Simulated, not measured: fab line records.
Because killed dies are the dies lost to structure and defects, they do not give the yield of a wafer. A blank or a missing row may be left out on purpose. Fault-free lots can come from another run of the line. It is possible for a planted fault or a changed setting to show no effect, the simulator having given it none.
Matching of chambers | flow n5_finfet | 4 sister chambers for N5_BEOL_M10_DESCUM_16 on rie_diel-01
The step chemistry O2, time 7.9 s. 4 wafers are shown with their chamber, then 9 later ones without.

== EACH WAFER AND ITS CHAMBER ==
wafer  | chamber | throttle_valve_pct (%)
L082.1 | 1       | 20.54
L082.2 | 0       | 20.19
L085.2 | 3       | 20.37
L085.6 | 2       | 20.83

== WAFERS MISSING THEIR CHAMBER ==
wafer  | throttle_valve_pct (%)
L086.1 | 20.83
L086.3 | 20.23
L086.6 | 20.87
L092.3 | 20.87
L092.4 | 20.24
L092.6 | 20.57
L095.2 | 20.89
L095.3 | 20.39
L095.4 | 20.59

== THE CHAMBER EACH PASSED THROUGH ==
wafer  | from the rows above     | in truth
L086.1 | 2                       | 2
L086.3 | 0                       | 0
L086.6 | 2                       | 2
L092.3 | 2                       | 2
L092.4 | can't be placed: 0 or 3 | 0
L092.6 | 1                       | 1
L095.2 | 2                       | 2
L095.3 | 3                       | 3
L095.4 | 1                       | 1
Correctly placed: 8 of 9. Not placeable from these rows: 1 (in 1, the candidates include the true chamber). Wrongly placed: 0.
How it was worked out, from the rows above alone: a wafer's distance from a chamber is the root of the sum, over the readings, of the square of ((its reading less the chamber's mean) divided by the reading's scatter). If the next closest chamber is less than 2 further off than the closest, the wafer can't be placed; otherwise it belongs to the closest. Each chamber's mean is taken over the wafers shown for it. The scatter: with one shown wafer a chamber, the root of the mean of the squares of how far each hidden wafer lies from its nearest shown one.
